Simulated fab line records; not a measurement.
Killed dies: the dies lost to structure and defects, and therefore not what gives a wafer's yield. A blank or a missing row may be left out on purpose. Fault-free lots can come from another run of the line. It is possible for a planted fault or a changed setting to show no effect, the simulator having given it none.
Shared-tool check ; flow n5-finfet ; Sampled: 9 lots, 27 wafers

WHAT PROMPTED THE OPENING
2 of 9 lots carry a flag on the reading VD_OVL at N5_MOL_CONTACT_COAG_OVL_MEAS_41. Fault-free wafers read -0.2 nm, with a standard deviation of 0.66.
Rule: a lot is flagged when every wafer of it that has a number lies more than 4 standard deviations from that mean, or none has a number. The rest of the lots are taken to be sound.

lot;measured;on;VD_OVL (nm), wafer by wafer;flag
L492;day 5 16:24;overlay-01;-0.3 -1.2 -0.5;
L493;day 5 20:34;overlay-01;-1.6 -0.2 -1.3;
L495;day 6 10:39;overlay-01;-1.0 -1.2 -1.5;
L498;day 7 02:11;overlay-01;9.1 8.5 9.5;FLAGGED
L502;day 8 06:13;overlay-01;8.8 9.2 8.5;FLAGGED
L505;day 9 00:14;overlay-01;-0.7 0.1 0.3;
L508;day 9 14:51;overlay-02;-1.9 -0.6 -1.2;
L511;day 10 10:10;overlay-02;-0.7 -0.3 -0.8;
L512;day 10 15:17;overlay-02;0.9 -0.3 1.4;
On average the flagged lots' numbers are 8.9 nm, which is +9.1 nm against the usual, or +14 standard deviations.

EACH LOT AND THE TOOL IT RAN ON
Before the reading, the record contains 3 process steps out of a 1938-step route. Read each cell as the tool, then ch plus the chambers that the sampled wafers visited, then the start.
lot;flag;N5_MOL_CONTACT_COAG_ALD_131;N5_MOL_CONTACT_COAG_ETCHBACK_135;N5_MOL_CONTACT_COAG_EXPOSE_37
L492;;ald-sin-03 ch 0,1,2, day 5 15:22;rie-diel-01 ch 1,3, day 5 15:41;euv-scanner-01 ch 0, day 5 16:13
L493;;ald-sin-01 ch 0,1,2, day 5 19:23;rie-diel-01 ch 0,2,3, day 5 19:42;euv-scanner-02 ch 0, day 5 20:24
L495;;ald-sin-01 ch 1,2,3, day 6 09:26;rie-diel-06 ch 2,3, day 6 09:48;euv-scanner-01 ch 0, day 6 10:29
L498;FLAGGED;ald-sin-04 ch 0,3, day 7 01:08;rie-diel-06 ch 0,2,3, day 7 01:26;euv-scanner-01 ch 0, day 7 02:01
L502;FLAGGED;ald-sin-01 ch 1,3, day 8 05:04;rie-diel-02 ch 1,2,3, day 8 05:22;euv-scanner-01 ch 0, day 8 06:03
L505;;ald-sin-04 ch 0,1,3, day 8 23:13;rie-diel-02 ch 0,1,2, day 8 23:31;euv-scanner-02 ch 0, day 9 00:04
L508;;ald-sin-04 ch 0,1, day 9 13:42;rie-diel-02 ch 0,1,2, day 9 14:00;euv-scanner-02 ch 0, day 9 14:40
L511;;ald-sin-04 ch 0,1,2, day 10 09:01;rie-diel-01 ch 0,2,3, day 10 09:19;euv-scanner-02 ch 0, day 10 09:59
L512;;ald-sin-04 ch 0,1,2, day 10 14:06;rie-diel-01 ch 0,1, day 10 14:26;euv-scanner-02 ch 0, day 10 15:06
What the steps here do:
- N5_MOL_CONTACT_COAG_ALD_131: deposits SiO2, target thk 5 nm, pulse time 1 s, co reactant pulse time 1 s.
- N5_MOL_CONTACT_COAG_ETCHBACK_135: etches SiO2 in CHF3, target depth 25 nm, time 16.7 s.
- N5_MOL_CONTACT_COAG_EXPOSE_37: exposes mask VD, defocus 0 nm.
- N5_MOL_CONTACT_COAG_OVL_MEAS_41

FLAGGED AGAINST TOTAL, ONE TOOL AT A TIME (gauges that did the reading follow at the end)
step;tool;lots run;flagged;share of the flagged lots;sound lots run after its first flagged lot
N5_MOL_CONTACT_COAG_ALD_131;ald-sin-01;3;1;some;0
N5_MOL_CONTACT_COAG_ALD_131;ald-sin-03;1;0;none;-
N5_MOL_CONTACT_COAG_ALD_131;ald-sin-04;5;1;some;4 (L505,L508,L511,L512)
N5_MOL_CONTACT_COAG_ETCHBACK_135;rie-diel-01;4;0;none;-
N5_MOL_CONTACT_COAG_ETCHBACK_135;rie-diel-02;3;1;some;2 (L505,L508)
N5_MOL_CONTACT_COAG_ETCHBACK_135;rie-diel-06;2;1;some;0
N5_MOL_CONTACT_COAG_EXPOSE_37;euv-scanner-01;4;2;all;0
N5_MOL_CONTACT_COAG_EXPOSE_37;euv-scanner-02;5;0;none;-
N5_MOL_CONTACT_COAG_OVL_MEAS_41;overlay-01;6;2;all;1 (L505)
N5_MOL_CONTACT_COAG_OVL_MEAS_41;overlay-02;3;0;none;-

WHAT THE TABLE ALLOWS
2 rows of the table ran every flagged lot: euv-scanner-01 at N5_MOL_CONTACT_COAG_EXPOSE_37, overlay-01 at N5_MOL_CONTACT_COAG_OVL_MEAS_41.
- euv-scanner-01 at N5_MOL_CONTACT_COAG_EXPOSE_37 ran 4 lots, 2 of them flagged. Last sound lot L495 at day 6 10:29, first flagged lot L498 at day 7 02:01; a fault beginning in between fits.
- overlay-01 at N5_MOL_CONTACT_COAG_OVL_MEAS_41 ran 6 lots, 2 of them flagged. Lots that were sound ran on it after the first flagged one (L505); a persistent fault on the entire tool would not allow that.
Just one tool remains: euv-scanner-01 at N5_MOL_CONTACT_COAG_EXPOSE_37.

WHAT THE SIMULATOR HAD INSERTED
Scanner matching overlay: euv-scanner-01, from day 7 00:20 on, at N5_MOL_CONTACT_COAG_EXPOSE_37. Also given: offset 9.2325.
Shown lots that were struck: L498, L502. This agrees with what the rule above found.
